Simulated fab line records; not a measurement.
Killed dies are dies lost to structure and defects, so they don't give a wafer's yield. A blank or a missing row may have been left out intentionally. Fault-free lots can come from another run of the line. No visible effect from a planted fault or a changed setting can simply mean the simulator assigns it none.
Chamber matching    flow n5_finfet    cvd_co-01 running N5_BEOL_M0_PRE_CLEAN_131: 3 sister chambers
The step time 15 s. 3 wafers are shown with their chamber, then 9 later ones without.

WAFERS WITH THEIR CHAMBER
wafer   chamber  heater_power_w (W)
L082.6  1        60
L083.4  0        86
L083.5  2        82

WAFERS WHOSE CHAMBER IS MISSING
wafer   heater_power_w (W)
L085.1  79
L085.4  86
L085.6  79
L091.2  81
L091.3  90
L091.4  89
L094.2  87
L094.3  60
L094.5  88

CHAMBER TAKEN BY EACH
wafer   from the rows above      in truth
L085.1  can't be placed: 2 or 0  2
L085.4  can't be placed: 0 or 2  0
L085.6  can't be placed: 2 or 0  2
L091.2  can't be placed: 2 or 0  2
L091.3  can't be placed: 0 or 2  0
L091.4  can't be placed: 0 or 2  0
L094.2  can't be placed: 0 or 2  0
L094.3  1                        1
L094.5  can't be placed: 0 or 2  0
Correct placement for 1 of the 9. Unplaceable from these rows: 8, with the true chamber sitting among the candidates in 8. Number placed wrongly: 0.
How it was worked out, from the rows above alone: a wafer's distance from a chamber is the root of the sum, over the readings, of the square of ((its reading less the chamber's mean) divided by the reading's scatter). If the next closest chamber is less than 2 further off than the closest, the wafer can't be placed; otherwise it belongs to the closest. Each chamber's mean is taken over the wafers shown for it. The scatter: with one shown wafer a chamber, the root of the mean of the squares of how far each hidden wafer lies from its nearest shown one.
